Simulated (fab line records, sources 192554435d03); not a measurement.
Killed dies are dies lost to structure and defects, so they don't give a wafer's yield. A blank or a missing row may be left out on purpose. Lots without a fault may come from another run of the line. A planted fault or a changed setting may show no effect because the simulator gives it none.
Chamber matching | flow n5_finfet | N5_MOL_CONTACT_COAG_STRIP_98 on rie_diel-04: 4 sister chambers
The step strips in N2/H2. 7 wafers are shown with their chamber, then 8 later ones without.

WAFERS WITH THEIR CHAMBER
wafer  | chamber | drypump_motor_current_A (A) | showerhead_plenum_p_Torr (Torr)
L077.3 | 0       | 5.44                        | 3.33
L077.6 | 2       | 5.47                        | 3.22
L081.3 | 3       | 6.02                        | 3.58
L086.2 | 3       | 6.03                        | 3.57
L086.3 | 2       | 5.44                        | 3.20
L086.4 | 1       | 6.05                        | 3.43
L088.2 | 1       | 6.06                        | 3.43

WAFERS WITHOUT THEIR CHAMBER
wafer  | drypump_motor_current_A (A) | showerhead_plenum_p_Torr (Torr)
L088.5 | 6.02                        | 3.57
L088.6 | 5.44                        | 3.20
L096.3 | 6.05                        | 3.56
L096.5 | 6.05                        | 3.56
L096.6 | 5.46                        | 3.19
L097.1 | 6.06                        | 3.42
L097.5 | 6.03                        | 3.56
L097.6 | 5.46                        | 3.19

WHICH CHAMBER EACH WENT THROUGH
wafer  | from the rows above | in truth
L088.5 | 3                   | 3
L088.6 | 2                   | 2
L096.3 | 3                   | 3
L096.5 | 3                   | 3
L096.6 | 2                   | 2
L097.1 | 1                   | 1
L097.5 | 3                   | 3
L097.6 | 2                   | 2
Placed correctly: 8 of 8. Can't be placed from these rows: 0. Placed wrongly: 0.
How it was worked out, from the rows above alone: a wafer's distance from a chamber is the root of the sum, over the readings, of the square of ((its reading less the chamber's mean) divided by the reading's scatter). The wafer belongs to the nearest chamber; if the next one is less than 2 further off, it can't be placed. A chamber's mean is the mean of its shown wafers. The scatter: the root of (the sum of the squares of (reading less its chamber's mean) over the shown wafers, divided by (wafers less chambers)).
